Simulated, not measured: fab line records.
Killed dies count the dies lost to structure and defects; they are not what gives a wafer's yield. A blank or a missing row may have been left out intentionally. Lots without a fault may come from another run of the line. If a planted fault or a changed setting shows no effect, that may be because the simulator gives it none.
Struck lot and sound lot, side by side | flow n5 finfet | 35 steps out of a route of 1938
Sound: wafers L263.4, L263.5, L263.6. Struck: wafer L258.4; the same lot's L258.1 was not struck, so it is left out; see the end for the cause.
At each step with rows: each side's tool, then ch and its chambers, then its first start. Under that, the readings that differ: sound wafers | struck wafers | difference of the means | sigmas: that difference in standard deviations of wafers without a fault.
alike: readings with means less than 2 such deviations apart, plus words and numbers identical on both sides. not compared: withheld readings, readings lacking a value on some wafer, bounds such as >300 that could conceal the same value, and numbers that have no deviation in the record and whose values overlap.
A row with sigmas, a row that says differs or no value, or rows on one side alone: a step with any of these is where the two part. Numbers that don't overlap but have no deviation are shown without sigmas and don't part them. Lack of a reading on every wafer of one side parts them only where that side has two or more wafers.

first, 10 steps without rows for these wafers: N5_BEOL_M11_TRENCH_ETCH_37 (etches SiCOH lowk in C4F6/O2, target depth 148.83 nm, time 48 s); N5_BEOL_M11_ETCH_41 (etches SiCN in CH3F/O2, target depth 42.6 nm, time 86 s); N5_BEOL_M11_STRIP_77 (strips in N2/H2, time 10 s); N5_BEOL_M11_HM_STRIP_39 (strips TiN in peroxide tin strip, target depth 25 nm, time 158 s); N5_BEOL_M11_SRD_40 (time 30 s); N5_BEOL_M11_PRECLEAN_42 (cleans in residue remover, time 60 s); N5_BEOL_M11_SRD_43 (time 30 s); N5_BEOL_M11_CURE_72 (cures SiCOH lowk, time 120 s); N5_BEOL_M11_DEGAS_44 (time 60 s); N5_BEOL_M11_PRE_CLEAN_45 (time 30 s).
N5_BEOL_M11_ALD_74: deposits TaN, target thk 2 nm, pulse time 2 s, purge time 3 s.
  sound on ald metal-02 ch 0,1, day 17 00:02; struck on ald metal-04 ch 2, day 16 05:24
  reading                                  | sound    | struck | difference | sigmas
  ald cycles                               | 40 40 40 | 29     | -11        |
  model.TaN_of_BEOL_M11_ALD_74.thk nm (nm) | 2 2 2    | 1.4    | -0.6       |
  alike: heater power w, precursor vessel carrier sccm
then, 22 steps without rows for these wafers: N5_BEOL_M11_SURFACE_TREAT_76; N5_BEOL_M11_CVD_75 (deposits Co from CCTBA/H2, target thk 2 nm, time 138.9 s); N5_BEOL_M11_SPUTTER_48 (material Cu, target thk 12 nm, time 2 s); N5_BEOL_M11_ECD_50 (material Cu, target thk 318 nm); N5_BEOL_M11_ANNEAL_51 (time 90 s); N5_BEOL_M11_CMP_52 (polishes, stops on SiCOH lowk, t overpolish 7 s, target thk 140 nm); N5_BEOL_M11_PRE_CLEAN_55 (time 15 s); N5_BEOL_M11_DEP_56 (deposits SiCN from 3MS/NH3, target thk 30 nm, time 10.5 s); N5_BEOL_M12_ILD_DEP_00 (deposits SiOC from DEMS/O2, target thk 658.92 nm, time 130.7 s); N5_BEOL_M12_COAT_58 (time 60 s, resist thk 89 nm); N5_BEOL_M12_COAT_04 (resist thk 400 nm); N5_BEOL_M12_EBR_06; N5_BEOL_M12_SOFTBAKE_05 (time 60 s); N5_BEOL_M12_EXPOSE_07 (exposes mask V11); N5_BEOL_M12_PEB_08 (peb time 90 s); N5_BEOL_M12_DEVELOP_09 (develop time 45 s); N5_BEOL_M12_HARDBAKE_14 (time 120 s); N5_BEOL_M12_DESCUM_15 (chemistry O2, time 7.9 s); N5_BEOL_M12_ETCH_59 (etches BARC in N2/H2, target depth 89 nm, overetch 26.7 nm, time 67.9 s); N5_BEOL_M12_VIA_ETCH_16 (etches SiOC in C4F8/O2/Ar, target depth 724.8 nm); N5_BEOL_M12_STRIP_63 (strips in N2/H2); N5_BEOL_M12_STRIP_64 (strips in N2/H2).
N5_BEOL_M15_RC_MEAS_101:
  sound on prober-01 ch 0, day 18 06:46; struck on prober-01 ch 0, day 17 02:02
  reading        | sound                   | struck  | difference | sigmas
  COMB_M10 (S/m) | 1.6e-11 1.8e-11 1.9e-11 | 1.1e-11 | -6.7e-12   | -2
  COMB_M5 (S/m)  | 3.9e-11 2.6e-11 3.7e-11 | 5e-11   | +2e-11     | +2
  alike: COMB_M11, COMB_M11_max_site, COMB_M12, COMB_M13, COMB_M14, COMB_M15, COMB_M6, COMB_M7, COMB_M8, COMB_M9, SERP_M10, SERP_M11, SERP_M12, SERP_M13, SERP_M14, SERP_M5, SERP_M6, SERP_M7, SERP_M8, SERP_M9
N5_PASSIVATION_PROBE_49:
  rows exist in the record for the struck wafers here (prober-01, day 17 16:49), but not for the sound ones

WHERE THEY PART
First at N5_BEOL_M15_RC_MEAS_101; last, within this record, at N5_PASSIVATION_PROBE_49.

WHY: what had been put in by the simulator
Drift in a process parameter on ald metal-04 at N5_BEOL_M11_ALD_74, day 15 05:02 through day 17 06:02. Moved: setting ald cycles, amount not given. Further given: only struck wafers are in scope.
